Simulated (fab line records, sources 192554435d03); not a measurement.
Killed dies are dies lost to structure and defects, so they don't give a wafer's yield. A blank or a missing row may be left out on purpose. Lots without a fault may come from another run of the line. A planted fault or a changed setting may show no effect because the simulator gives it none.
Which tool did it? | flow n5_finfet | 24 lots, 72 wafers sampled, at 6 steps of a route of 1938

WHAT THE GAUGES READ, wafer by wafer
The record holds no reading of a measuring or inspecting step that can be judged against a usual standard deviation.

WHICH TOOL RAN EACH LOT (tool, then ch and the chambers of the sampled wafers, then the start)
lot  | N5_BEOL_M3_ILD_DEP_00           | N5_BEOL_M3_ETCH_63                 | N5_BEOL_M3_ETCHBACK_99             | N5_BEOL_M3_ANNEAL_80         | N5_BEOL_M3_SPUTTER_88        | N5_BEOL_M3_ANNEAL_91
L074 | pecvd-02 ch 0,1,2, day 6 18:23  | rie_diel-03 ch 1,2,3, day 6 19:52  | rie_diel-03 ch 1,3, day 7 03:16    | pvd_sputter-02, day 7 05:06  | pvd_sputter-02, day 7 05:41  | pvd_sputter-02, day 7 05:59
L075 | pecvd-02 ch 0,2, day 7 02:53    | rie_diel-03 ch 0,1,3, day 7 04:25  | rie_diel-02 ch 1,3, day 7 07:51    | pvd_sputter-02, day 7 09:43  | pvd_sputter-02, day 7 10:17  | pvd_sputter-02, day 7 10:35
L076 | pecvd-03 ch 0,1,2, day 7 12:13  | rie_diel-03 ch 2,3, day 7 13:38    | rie_diel-02 ch 1,2, day 7 15:44    | pvd_sputter-03, day 7 17:34  | pvd_sputter-03, day 7 18:08  | pvd_sputter-03, day 7 18:26
L077 | pecvd-02 ch 0,1, day 7 14:28    | rie_diel-01 ch 1,3, day 7 16:58    | rie_diel-02 ch 2,3, day 7 18:58    | pvd_sputter-03, day 8 00:08  | pvd_sputter-03, day 8 00:43  | pvd_sputter-03, day 8 01:01
L078 | pecvd-04 ch 0,1, day 7 17:25    | rie_diel-02 ch 0,1,2, day 7 20:20  | rie_diel-02 ch 1,2, day 8 01:01    | pvd_sputter-03, day 8 02:49  | pvd_sputter-03, day 8 03:23  | pvd_sputter-03, day 8 03:41
L079 | pecvd-04 ch 0,1,2, day 7 21:37  | rie_diel-02 ch 0,2,3, day 7 23:10  | rie_diel-01 ch 0,1,2, day 8 05:56  | pvd_sputter-03, day 8 07:56  | pvd_sputter-03, day 8 08:31  | pvd_sputter-03, day 8 08:49
L080 | pecvd-03 ch 0,1, day 8 12:37    | rie_diel-01 ch 0,1,2, day 8 15:20  | rie_diel-01 ch 0,1, day 8 17:39    | pvd_sputter-03, day 8 19:51  | pvd_sputter-03, day 8 20:26  | pvd_sputter-03, day 8 20:44
L081 | pecvd-02 ch 1,2, day 8 19:01    | rie_diel-03 ch 0,1, day 8 21:33    | rie_diel-02 ch 0,1, day 9 01:35    | pvd_sputter-03, day 9 03:19  | pvd_sputter-03, day 9 03:53  | pvd_sputter-03, day 9 04:11
L082 | pecvd-04 ch 0,1, day 9 01:13    | rie_diel-02 ch 1,2,3, day 9 02:35  | rie_diel-02 ch 0,3, day 9 04:55    | pvd_sputter-02, day 9 06:52  | pvd_sputter-02, day 9 07:27  | pvd_sputter-02, day 9 07:45
L083 | pecvd-04 ch 0,1, day 9 10:35    | rie_diel-03 ch 1,3, day 9 12:44    | rie_diel-03 ch 0,2, day 9 13:58    | pvd_sputter-03, day 9 15:47  | pvd_sputter-03, day 9 16:22  | pvd_sputter-03, day 9 16:40
L084 | pecvd-03 ch 0,1,2, day 9 12:49  | rie_diel-02 ch 0,2,3, day 9 15:07  | rie_diel-01 ch 1,2, day 9 19:02    | pvd_sputter-01, day 9 21:14  | pvd_sputter-01, day 9 21:49  | pvd_sputter-01, day 9 22:07
L085 | pecvd-02 ch 0,1, day 9 15:50    | rie_diel-02 ch 0,1,2, day 9 19:28  | rie_diel-01 ch 1,2,3, day 9 22:20  | pvd_sputter-03, day 10 00:27 | pvd_sputter-03, day 10 01:02 | pvd_sputter-03, day 10 01:20
L086 | pecvd-03 ch 0,1,2, day 10 04:46 | rie_diel-02 ch 1,2,3, day 10 06:19 | rie_diel-02 ch 2,3, day 10 11:35   | pvd_sputter-03, day 10 14:53 | pvd_sputter-03, day 10 15:28 | pvd_sputter-03, day 10 15:46
L088 | pecvd-02 ch 0,1, day 10 06:26   | rie_diel-02 ch 1,2,3, day 10 08:43 | rie_diel-02 ch 0,1, day 10 12:03   | pvd_sputter-01, day 10 15:08 | pvd_sputter-01, day 10 15:43 | pvd_sputter-01, day 10 16:01
L087 | pecvd-04 ch 0,1,2, day 10 08:38 | rie_diel-02 ch 0,1,2, day 10 10:00 | rie_diel-01 ch 1,2,3, day 10 16:26 | pvd_sputter-03, day 10 18:08 | pvd_sputter-03, day 10 18:43 | pvd_sputter-03, day 10 19:01
L089 | pecvd-04 ch 0,1,2, day 10 13:05 | rie_diel-02 ch 0,3, day 10 17:16   | rie_diel-02 ch 1,3, day 10 19:54   | pvd_sputter-03, day 10 21:31 | pvd_sputter-03, day 10 22:05 | pvd_sputter-03, day 10 22:23
L090 | pecvd-03 ch 0,1,2, day 10 15:37 | rie_diel-01 ch 1,2, day 10 17:28   | rie_diel-02 ch 0,1,2, day 10 23:24 | pvd_sputter-01, day 11 01:21 | pvd_sputter-01, day 11 01:56 | pvd_sputter-01, day 11 02:14
L091 | pecvd-04 ch 0,1, day 11 01:15   | rie_diel-01 ch 0,2,3, day 11 04:22 | rie_diel-01 ch 2,3, day 11 06:04   | pvd_sputter-02, day 11 07:56 | pvd_sputter-02, day 11 08:31 | pvd_sputter-02, day 11 08:49
L092 | pecvd-04 ch 0,1,2, day 11 08:08 | rie_diel-02 ch 0,2,3, day 11 10:50 | rie_diel-03 ch 0,1,2, day 11 18:48 | pvd_sputter-01, day 11 20:52 | pvd_sputter-01, day 11 21:26 | pvd_sputter-01, day 11 21:44
L093 | pecvd-04 ch 0,1,2, day 12 02:30 | rie_diel-03 ch 0,2,3, day 12 03:51 | rie_diel-01 ch 1,2,3, day 12 14:59 | pvd_sputter-02, day 12 16:46 | pvd_sputter-02, day 12 17:20 | pvd_sputter-02, day 12 17:38
L094 | pecvd-04 ch 0,1, day 12 02:37   | rie_diel-01 ch 0,1,2, day 12 04:20 | rie_diel-01 ch 1,2,3, day 12 11:09 | pvd_sputter-02, day 12 14:40 | pvd_sputter-02, day 12 15:14 | pvd_sputter-02, day 12 15:32
L095 | pecvd-04 ch 0,2, day 12 10:25   | rie_diel-03 ch 0,1, day 12 11:13   | rie_diel-01 ch 1,2,3, day 12 15:50 | pvd_sputter-03, day 12 17:48 | pvd_sputter-03, day 12 18:23 | pvd_sputter-03, day 12 18:41
L096 | pecvd-03 ch 0,2, day 12 15:32   | rie_diel-01 ch 1,2,3, day 12 16:56 | rie_diel-02 ch 0,2,3, day 12 23:04 | pvd_sputter-03, day 13 01:09 | pvd_sputter-03, day 13 01:44 | pvd_sputter-03, day 13 02:02
L097 | pecvd-02 ch 0,1, day 12 23:10   | rie_diel-03 ch 1,2,3, day 13 00:19 | rie_diel-01 ch 1,2,3, day 13 02:20 | pvd_sputter-02, day 13 04:14 | pvd_sputter-02, day 13 04:49 | pvd_sputter-02, day 13 05:07
- N5_BEOL_M3_ILD_DEP_00: deposits SiOC from DEMS/O2, target thk 79 nm, time 15.3 s.
- N5_BEOL_M3_ETCH_63: etches SiARC in CF4, target depth 15.6 nm, time 26 s.
- N5_BEOL_M3_ETCHBACK_99: etches SiO2 in CHF3, target depth 5 nm, time 10.4 s.
- N5_BEOL_M3_ANNEAL_80: time 240 s.
- N5_BEOL_M3_SPUTTER_88: material Cu, target thk 4.5 nm, time 8.29 s.
- N5_BEOL_M3_ANNEAL_91: time 240 s.

WHAT THE TOOLS THEMSELVES READ (means of the sampled wafers that have a number; where no wafer has one, the mark that the record gives instead)
N5_BEOL_M3_ILD_DEP_00.
lot  | tool     | heater_power_w (W) | showerhead_plenum_p_Torr (Torr) | throttle_valve_pct (%)
L074 | pecvd-02 | 459                | 5.700                           | 12.3
L075 | pecvd-02 | 464                | 5.705                           | 12.3
L076 | pecvd-03 | 501                | 5.682                           | 11.7
L077 | pecvd-02 | 455                | 5.699                           | 12.8
L078 | pecvd-04 | 442                | 5.714                           | 11.6
L079 | pecvd-04 | 534                | 5.697                           | 11.2
L080 | pecvd-03 | 434                | 5.686                           | 11.8
L081 | pecvd-02 | 495                | 5.704                           | 11.8
L082 | pecvd-04 | 464                | 5.720                           | 11.4
L083 | pecvd-04 | 506                | 5.724                           | 11.8
L084 | pecvd-03 | 491                | 5.687                           | 11.8
L085 | pecvd-02 | 459                | 5.706                           | 12.4
L086 | pecvd-03 | 485                | 5.680                           | 11.8
L088 | pecvd-02 | 461                | 5.706                           | 12.7
L087 | pecvd-04 | 518                | 5.714                           | 11.3
L089 | pecvd-04 | 509                | 5.706                           | 11.2
L090 | pecvd-03 | 534                | 5.697                           | 11.8
L091 | pecvd-04 | 473                | 5.717                           | 11.7
L092 | pecvd-04 | 527                | 5.713                           | 11.5
L093 | pecvd-04 | 514                | 5.708                           | 11.3
L094 | pecvd-04 | 510                | 5.720                           | 11.7
L095 | pecvd-04 | 498                | 5.709                           | 11.0
L096 | pecvd-03 | 497                | 5.682                           | 11.8
L097 | pecvd-02 | 482                | 5.702                           | 12.6

N5_BEOL_M3_ETCH_63.
lot  | tool        | drypump_motor_current_A (A) | etch_rf_on_time_s (s) | oes_product_au (a.u.) | rf_vpp_V (V) | showerhead_plenum_p_Torr (Torr) | throttle_valve_pct (%)
L074 | rie_diel-03 | 6.0                         | 25.4                  | 0.63                  | 184.1        | 2.09                            | 15.84
L075 | rie_diel-03 | 5.9                         | 26.3                  | 0.63                  | 185.0        | 2.16                            | 15.74
L076 | rie_diel-03 | 5.9                         | 25.0                  | 0.61                  | 182.0        | 2.02                            | 15.84
L077 | rie_diel-01 | 5.5                         | 26.1                  | 0.63                  | 184.0        | 2.15                            | 15.82
L078 | rie_diel-02 | 5.7                         | 25.7                  | 0.68                  | 183.1        | 2.13                            | 15.77
L079 | rie_diel-02 | 5.6                         | 26.1                  | 0.64                  | 184.0        | 2.14                            | 15.67
L080 | rie_diel-01 | 5.8                         | 25.0                  | 0.64                  | 183.9        | 2.10                            | 15.70
L081 | rie_diel-03 | 6.0                         | 26.8                  | 0.63                  | 184.3        | 2.22                            | 15.89
L082 | rie_diel-02 | 5.5                         | 25.6                  | 0.69                  | 184.1        | 2.12                            | 15.48
L083 | rie_diel-03 | 6.1                         | 25.8                  | 0.63                  | 184.4        | 2.17                            | 15.89
L084 | rie_diel-02 | 5.6                         | 25.9                  | 0.63                  | 183.3        | 2.13                            | 15.69
L085 | rie_diel-02 | 5.8                         | 25.7                  | 0.67                  | 183.5        | 2.12                            | 15.79
L086 | rie_diel-02 | 5.4                         | 25.8                  | 0.68                  | 184.1        | 2.12                            | 15.50
L088 | rie_diel-02 | 5.4                         | 26.0                  | 0.68                  | 183.2        | 2.12                            | 15.49
L087 | rie_diel-02 | 5.7                         | 25.8                  | 0.66                  | 183.5        | 2.12                            | 15.81
L089 | rie_diel-02 | 5.7                         | 26.6                  | 0.65                  | 183.2        | 2.13                            | 15.49
L090 | rie_diel-01 | 5.8                         | 25.1                  | 0.63                  | 183.9        | 2.11                            | 15.83
L091 | rie_diel-01 | 5.8                         | 26.6                  | 0.60                  | 183.1        | 2.10                            | 15.70
L092 | rie_diel-02 | 5.6                         | 26.1                  | 0.62                  | 184.0        | 2.13                            | 15.73
L093 | rie_diel-03 | 5.8                         | 25.8                  | 0.68                  | 184.4        | 2.16                            | 15.65
L094 | rie_diel-01 | 5.8                         | 25.6                  | 0.61                  | 183.4        | 2.10                            | 15.76
L095 | rie_diel-03 | 5.9                         | 27.3                  | 0.60                  | 184.9        | 2.20                            | 15.82
L096 | rie_diel-01 | 5.8                         | 26.4                  | 0.61                  | 183.5        | 2.10                            | 15.82
L097 | rie_diel-03 | 6.0                         | 25.5                  | 0.68                  | 184.7        | 2.17                            | 15.76

N5_BEOL_M3_ETCHBACK_99.
lot  | tool        | drypump_motor_current_A (A) | oes_product_au (a.u.) | rf_vpp_V (V) | showerhead_plenum_p_Torr (Torr) | throttle_valve_pct (%)
L074 | rie_diel-03 | 6.1                         | 0.76                  | 238          | 2.18                            | 17.30
L075 | rie_diel-02 | 5.6                         | 0.90                  | 245          | 2.13                            | 16.77
L076 | rie_diel-02 | 5.6                         | 0.87                  | 245          | 2.11                            | 16.95
L077 | rie_diel-02 | 5.2                         | 0.75                  | 243          | 2.14                            | 17.06
L078 | rie_diel-02 | 5.6                         | 0.86                  | 244          | 2.11                            | 16.96
L079 | rie_diel-01 | 5.8                         | 0.74                  | 244          | 2.11                            | 17.13
L080 | rie_diel-01 | 5.6                         | 0.72                  | 237          | 2.16                            | 17.30
L081 | rie_diel-02 | 6.1                         | 0.79                  | 235          | 2.14                            | 17.33
L082 | rie_diel-02 | 5.6                         | 0.77                  | 238          | 2.17                            | 17.00
L083 | rie_diel-03 | 5.9                         | 0.91                  | 245          | 2.25                            | 17.02
L084 | rie_diel-01 | 6.0                         | 0.75                  | 246          | 2.08                            | 17.12
L085 | rie_diel-01 | 5.7                         | 0.73                  | 243          | 2.12                            | 17.22
L086 | rie_diel-02 | 5.2                         | 0.72                  | 243          | 2.14                            | 17.09
L088 | rie_diel-02 | 6.0                         | 0.77                  | 235          | 2.14                            | 17.36
L087 | rie_diel-01 | 5.7                         | 0.72                  | 242          | 2.12                            | 17.23
L089 | rie_diel-02 | 5.5                         | 0.83                  | 243          | 2.15                            | 16.78
L090 | rie_diel-02 | 5.7                         | 0.76                  | 239          | 2.12                            | 17.25
L091 | rie_diel-01 | 6.0                         | 0.73                  | 249          | 2.07                            | 17.06
L092 | rie_diel-03 | 6.0                         | 0.80                  | 246          | 2.23                            | 17.19
L093 | rie_diel-01 | 5.7                         | 0.71                  | 243          | 2.11                            | 17.27
L094 | rie_diel-01 | 5.7                         | 0.72                  | 242          | 2.11                            | 17.27
L095 | rie_diel-01 | 5.7                         | 0.71                  | 242          | 2.11                            | 17.27
L096 | rie_diel-02 | 5.6                         | 0.71                  | 238          | 2.14                            | 17.24
L097 | rie_diel-01 | 5.7                         | 0.71                  | 242          | 2.11                            | 17.26

N5_BEOL_M3_ANNEAL_80.
lot  | tool           | heater_power_w (W) | susceptor_temp_C_max
L074 | pvd_sputter-02 | 804                | 400.9
L075 | pvd_sputter-02 | 881                | 401.0
L076 | pvd_sputter-03 | 811                | 401.0
L077 | pvd_sputter-03 | 758                | 401.2
L078 | pvd_sputter-03 | 838                | 401.3
L079 | pvd_sputter-03 | 792                | 401.1
L080 | pvd_sputter-03 | 839                | 401.0
L081 | pvd_sputter-03 | 760                | 401.3
L082 | pvd_sputter-02 | 822                | 401.3
L083 | pvd_sputter-03 | 769                | 401.2
L084 | pvd_sputter-01 | 824                | 400.9
L085 | pvd_sputter-03 | 784                | 401.4
L086 | pvd_sputter-03 | 810                | 401.2
L088 | pvd_sputter-01 | 902                | 400.8
L087 | pvd_sputter-03 | 797                | 401.3
L089 | pvd_sputter-03 | 788                | 401.4
L090 | pvd_sputter-01 | 845                | 401.2
L091 | pvd_sputter-02 | 898                | 401.0
L092 | pvd_sputter-01 | 888                | 401.1
L093 | pvd_sputter-02 | 785                | 401.2
L094 | pvd_sputter-02 | 844                | 401.0
L095 | pvd_sputter-03 | 784                | 400.9
L096 | pvd_sputter-03 | 781                | 400.9
L097 | pvd_sputter-02 | 812                | 401.2

N5_BEOL_M3_SPUTTER_88.
lot  | tool           | chamber_pressure_pa (Pa) | chuck_gas_flow_sccm (sccm) | throttle_valve_pct (%)
L074 | pvd_sputter-02 | 0.07                     | 1.24                       | 29.7
L075 | pvd_sputter-02 | 0.07                     | 1.27                       | 29.7
L076 | pvd_sputter-03 | 0.07                     | 1.25                       | 30.3
L077 | pvd_sputter-03 | 0.07                     | 1.31                       | 30.1
L078 | pvd_sputter-03 | 0.07                     | 1.26                       | 29.8
L079 | pvd_sputter-03 | 0.07                     | 1.25                       | 30.1
L080 | pvd_sputter-03 | 0.07                     | 1.29                       | 29.6
L081 | pvd_sputter-03 | 0.07                     | 1.31                       | 30.1
L082 | pvd_sputter-02 | 0.07                     | 1.34                       | 30.6
L083 | pvd_sputter-03 | 0.07                     | 1.31                       | 30.2
L084 | pvd_sputter-01 | 0.07                     | 1.26                       | 29.5
L085 | pvd_sputter-03 | 0.07                     | 1.26                       | 30.0
L086 | pvd_sputter-03 | 0.07                     | 1.27                       | 29.7
L088 | pvd_sputter-01 | 0.07                     | 1.26                       | 30.2
L087 | pvd_sputter-03 | 0.07                     | 1.28                       | 29.8
L089 | pvd_sputter-03 | 0.07                     | 1.24                       | 29.7
L090 | pvd_sputter-01 | 0.07                     | 1.30                       | 29.8
L091 | pvd_sputter-02 | 0.07                     | 1.33                       | 29.8
L092 | pvd_sputter-01 | 0.07                     | 1.27                       | 29.8
L093 | pvd_sputter-02 | 0.07                     | 1.25                       | 30.2
L094 | pvd_sputter-02 | 0.07                     | 1.26                       | 29.1
L095 | pvd_sputter-03 | 0.07                     | 1.31                       | 30.4
L096 | pvd_sputter-03 | 0.07                     | 1.23                       | 30.6
L097 | pvd_sputter-02 | 0.07                     | 1.30                       | 29.7

N5_BEOL_M3_ANNEAL_91.
lot  | tool           | heater_power_w (W) | susceptor_temp_C_max
L074 | pvd_sputter-02 | 814                | 401.0
L075 | pvd_sputter-02 | 882                | 401.0
L076 | pvd_sputter-03 | 819                | 400.8
L077 | pvd_sputter-03 | 757                | 401.0
L078 | pvd_sputter-03 | 832                | 401.0
L079 | pvd_sputter-03 | 793                | 401.0
L080 | pvd_sputter-03 | 830                | 401.1
L081 | pvd_sputter-03 | 761                | 401.1
L082 | pvd_sputter-02 | 829                | 401.1
L083 | pvd_sputter-03 | 767                | 401.3
L084 | pvd_sputter-01 | 831                | 401.3
L085 | pvd_sputter-03 | 789                | 401.7
L086 | pvd_sputter-03 | 799                | 401.1
L088 | pvd_sputter-01 | 886                | 400.8
L087 | pvd_sputter-03 | 792                | 401.2
L089 | pvd_sputter-03 | 796                | 401.4
L090 | pvd_sputter-01 | 830                | 401.1
L091 | pvd_sputter-02 | 893                | 401.1
L092 | pvd_sputter-01 | 891                | 400.7
L093 | pvd_sputter-02 | 790                | 401.2
L094 | pvd_sputter-02 | 835                | 401.0
L095 | pvd_sputter-03 | 789                | 401.0
L096 | pvd_sputter-03 | 784                | 401.0
L097 | pvd_sputter-02 | 831                | 401.3

THE ANSWER, worked out from the rows above alone
Rule: what is usual is taken from the lots themselves. Put in order of their means at a reading, lots are off if they are a third of the lots or fewer, leave a main group of 4 or more, and stand apart from it by a gap of 3 or more times the standard deviation of the main group's means; of several such gaps the widest counts. A main group whose means are all the same, to the digits that the tables above print for the reading, isn't used. A lot without any number at a reading at which 4 lots or more have one is off too. The other lots that the step has rows for count as sound. The gauges are gone through in route order, then the tools' own readings, and for those a lot's mean is taken as printed above. The first step at which some lot is off is used, and at that step the reading that is off furthest; a lot without a number counts as furthest.
No lot is off at any reading shown: from this, nothing can be told.

WHAT THE SIMULATOR HAD PUT IN
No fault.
